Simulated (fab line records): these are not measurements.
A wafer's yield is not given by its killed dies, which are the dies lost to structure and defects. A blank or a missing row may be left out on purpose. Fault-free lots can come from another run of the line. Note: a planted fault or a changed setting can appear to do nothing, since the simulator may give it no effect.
Chamber matching ; flow nandHarc ; NHARC_P_GATE_ETCH_32 on rieSi-03 has 4 sister chambers
The step etches the open film in HBr/Cl2, target depth 150 nm, time 100.1 s. 4 wafers are shown with their chamber, then 8 later ones without.

## EACH WAFER AND ITS CHAMBER
wafer;chamber;drypumpMotorCurrentA (A)
L091.5;2;6.4
L093.1;1;5.5
L093.5;3;5.3
L095.1;0;4.8

## WAFERS WITHOUT THEIR CHAMBER
wafer;drypumpMotorCurrentA (A)
L095.3;5.3
L095.5;6.3
L096.1;5.5
L096.4;5.2
L096.6;4.8
L097.1;5.5
L097.3;5.3
L097.4;6.3

## WHICH CHAMBER EACH WENT THROUGH
wafer;from the rows above;in truth
L095.3;3;3
L095.5;2;2
L096.1;1;1
L096.4;3;3
L096.6;0;0
L097.1;1;1
L097.3;3;3
L097.4;2;2
Correct placement for 8 of the 8. Not placeable from these rows: 0. Placed wrongly: 0.
How it was worked out, from the rows above alone: a wafer's distance from a chamber is the root of the sum, over the readings, of the square of ((its reading less the chamber's mean) divided by the reading's scatter). The wafer belongs to the nearest chamber; if the next one is less than 2 further off, it can't be placed. A chamber's mean is the mean of its shown wafers. The scatter (one wafer shown for each chamber): square how far every hidden wafer sits from the nearest shown wafer, average those squares and take the square root.
